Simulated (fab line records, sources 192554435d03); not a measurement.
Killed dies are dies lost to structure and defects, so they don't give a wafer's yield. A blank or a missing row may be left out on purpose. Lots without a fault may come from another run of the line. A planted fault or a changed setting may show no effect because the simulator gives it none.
Chamber matching | flow n5_finfet | N5_BEOL_M7_DESCUM_16 on rie_diel-03: 4 sister chambers
The step chemistry O2, time 7.9 s. 16 wafers are shown with their chamber, then 8 later ones without.

WAFERS WITH THEIR CHAMBER
wafer  | chamber | throttle_valve_pct (%) | showerhead_plenum_p_Torr (Torr) | oes_product_au (a.u.)
L074.1 | 2       | 20.22                  | 2.08                            | 0.72
L074.2 | 3       | 20.64                  | 2.00                            | 0.72
L074.3 | 0       | 20.45                  | 1.96                            | 0.69
L076.1 | 3       | 20.64                  | 2.00                            | 0.73
L076.4 | 2       | 20.25                  | 2.07                            | 0.71
L076.5 | 3       | 20.63                  | 2.00                            | 0.73
L078.1 | 3       | 20.65                  | 1.99                            | 0.72
L078.5 | 3       | 20.64                  | 1.99                            | 0.72
L078.6 | 0       | 20.45                  | 1.96                            | 0.69
L087.2 | 0       | 20.09                  | 2.22                            | 0.95
L087.3 | 2       | 20.27                  | 2.07                            | 0.69
L087.5 | 3       | 20.67                  | 1.99                            | 0.70
L090.1 | 2       | 20.27                  | 2.07                            | 0.69
L090.5 | 1       | 20.81                  | 2.10                            | 0.69
L090.6 | 2       | 20.28                  | 2.06                            | 0.69
L092.1 | 2       | 20.30                  | 2.06                            | 0.69

SIGNATURES (means of the wafers above)
reading                  | chamber 0 | chamber 1 | chamber 2 | chamber 3 | scatter within a chamber
throttle_valve_pct       | 20.3300   | 20.8100   | 20.2650   | 20.6450   | 0.0871
showerhead_plenum_p_Torr | 2.0467    | 2.1000    | 2.0683    | 1.9950    | 0.0616
oes_product_au           | 0.7767    | 0.6900    | 0.6983    | 0.7200    | 0.0623
Rule: a wafer's distance from a chamber is the root of the sum, over the readings, of the square of ((its reading less the chamber's mean) divided by the reading's scatter). The wafer belongs to the nearest chamber; if the next one is less than 2 further off, it can't be placed. The scatter: the root of (the sum of the squares of (reading less its chamber's mean) over the shown wafers, divided by (wafers less chambers)).

WAFERS WITHOUT THEIR CHAMBER
wafer  | throttle_valve_pct (%) | showerhead_plenum_p_Torr (Torr) | oes_product_au (a.u.)
L092.2 | 20.80                  | 2.09                            | 0.69
L092.4 | 20.09                  | 2.21                            | 0.92
L094.2 | 20.68                  | 1.98                            | 0.70
L094.5 | 20.68                  | 1.98                            | 0.70
L094.6 | 20.10                  | 2.21                            | 0.92
L095.1 | 20.29                  | 2.06                            | 0.69
L095.2 | 20.81                  | 2.09                            | 0.69
L095.4 | 20.71                  | 1.98                            | 0.70

WHICH CHAMBER EACH WENT THROUGH
wafer  | from the rows above     | in truth
L092.2 | 1                       | 1
L092.4 | can't be placed: 0 or 2 | 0
L094.2 | can't be placed: 3 or 1 | 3
L094.5 | can't be placed: 3 or 1 | 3
L094.6 | can't be placed: 0 or 2 | 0
L095.1 | can't be placed: 2 or 0 | 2
L095.2 | 1                       | 1
L095.4 | can't be placed: 3 or 1 | 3
Placed correctly: 2 of 8. Can't be placed from these rows: 6 (the true chamber is among the candidates in 6). Placed wrongly: 0.
